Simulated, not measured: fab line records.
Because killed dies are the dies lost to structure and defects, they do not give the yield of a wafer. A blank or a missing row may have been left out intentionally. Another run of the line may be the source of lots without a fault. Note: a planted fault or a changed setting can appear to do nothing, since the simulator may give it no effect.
One fault seen from 3 desks | flow n5-finfet | every desk sees just its own numbers, and what lay behind them comes last

## FROM THE METROLOGY DESK
What the gauges read for every lot (on any tool): the sampled wafers with a number, averaged. Any lot whose mean is over 4 standard deviations away from the usual mean is out of limits and marked OUT; that distance is given in the brackets. It has 12 readings; the 7 that lie furthest out on some lot are the ones shown.
Columns: A = DIBL_N at N5_BEOL_M4_RC_MEAS_101, usual 36.5 mV/V; B = IOFF_N at N5_BEOL_M4_RC_MEAS_101, usual 0.160 nA/um; C = IOFF_P at N5_BEOL_M4_RC_MEAS_101, usual 0.217 nA/um; D = ION_N at N5_BEOL_M4_RC_MEAS_101, usual 674 uA/um; E = ION_P at N5_BEOL_M4_RC_MEAS_101, usual 464 uA/um; F = VT_N at N5_BEOL_M4_RC_MEAS_101, usual 250.0 mV; G = VT_P at N5_BEOL_M4_RC_MEAS_101, usual -250 mV
lot  | first seen here | A    | B     | C     | D   | E   | F     | G
L412 | day 7 04:01     | 36.4 | 0.168 | 0.206 | 679 | 463 | 249.8 | -250
L413 | day 7 07:01     | 34.5 | 0.147 | 0.214 | 678 | 469 | 250.4 | -249
L416 | day 8 01:22     | 36.0 | 0.156 | 0.228 | 673 | 468 | 249.1 | -246
L417 | day 8 06:34     | 37.2 | 0.161 | 0.233 | 670 | 467 | 250.8 | -248
L418 | day 8 23:44     | 36.8 | 0.177 | 0.261 | 680 | 474 | 247.4 | -244
L422 | day 9 17:46     | 36.5 | 0.149 | 0.220 | 674 | 467 | 250.2 | -248
L427 | day 10 23:32    | 35.7 | 0.122 | 0.179 | 661 | 459 | 254.0 | -253
L431 | day 11 18:51    | 35.4 | 0.142 | 0.218 | 671 | 465 | 250.9 | -247
L433 | day 12 16:34    | 36.7 | 0.169 | 0.218 | 680 | 462 | 248.0 | -251
This desk's finding: nothing out of limits on any of the 9 lots.

## THE DEFECT DESK
Inspection counts along the route, by lot: the mean over sampled wafers that carry a number. Any lot whose mean is over 4 standard deviations away from the usual mean is out of limits and marked OUT; that distance is given in the brackets.
Columns: A = raw-defect-count at N5_BEOL_M2_INSPECT_30, usual 425
lot  | first seen here | A
L412 | day 7 04:07     | 467
L413 | day 7 07:07     | 391
L416 | day 8 01:27     | 378
L417 | day 8 06:39     | 520
L418 | day 8 23:49     | 359
L422 | day 9 17:51     | 293
L427 | day 10 23:38    | 1404 (+10) OUT
L431 | day 11 18:57    | 550
L433 | day 12 16:39    | 441
Finding of this desk: L427 out of limits; the first was L427 at day 10 23:38, on raw-defect-count at N5_BEOL_M2_INSPECT_30. L412, L413, L416, L417, L418, L422, L431, L433 stayed within limits.

## DESK OF THE TOOL OWNER: rie-diel-06
The tool's own readings at N5_BEOL_M2_ETCH_64 (etches SOC in N2/H2, target depth 75 nm, overetch 22.5 nm, time 121.9 s): means of the sampled wafers that have a number, for each lot that ran on this tool. Any lot whose mean is over 4 standard deviations away from the usual mean is out of limits and marked OUT; that distance is given in the brackets.
Columns: A = chamber-pressure-mTorr at N5_BEOL_M2_ETCH_64, usual 30.004 mTorr; B = drypump-motor-current-A at N5_BEOL_M2_ETCH_64, usual 5.7 A; C = oes-product-au at N5_BEOL_M2_ETCH_64, usual 0.60 a.u.; D = rf-vpp-V at N5_BEOL_M2_ETCH_64, usual 524.8 V; E = showerhead-plenum-p-Torr at N5_BEOL_M2_ETCH_64, usual 2.57 Torr; F = throttle-valve-pct at N5_BEOL_M2_ETCH_64, usual 17.84 %
lot  | first seen here | A      | B   | C    | D     | E    | F
L412 | day 7 03:17     | 29.999 | 5.4 | 0.66 | 523.2 | 2.54 | 17.74
L418 | day 8 22:56     | 30.017 | 5.6 | 0.61 | 524.5 | 2.55 | 17.97
L422 | day 9 16:53     | 30.002 | 5.7 | 0.56 | 525.4 | 2.60 | 18.22
L427 | day 10 22:44    | 30.029 | 5.1 | 0.62 | 523.9 | 2.52 | 17.75
This desk's finding: nothing out of limits on any of the 4 lots.

## BROUGHT TOGETHER
The defect desk could have raised an alarm at day 10 23:38, on L427.
At the metrology desk, nothing out of limits was observed.
The desk of the tool owner found nothing out of limits.
The metrology desk holds a record of L427, inside its limits.
On record at the tool owner's desk: L427, within its limits.
All the named lots went through N5_BEOL_M2_ETCH_64 on rie-diel-06.

## WHAT THE SIMULATOR HAD INSERTED
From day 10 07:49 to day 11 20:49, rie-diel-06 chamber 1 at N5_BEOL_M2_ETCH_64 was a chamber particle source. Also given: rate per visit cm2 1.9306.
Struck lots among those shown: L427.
Hours from the fault's start to each desk's first reading out of limits: the defect desk, 16.
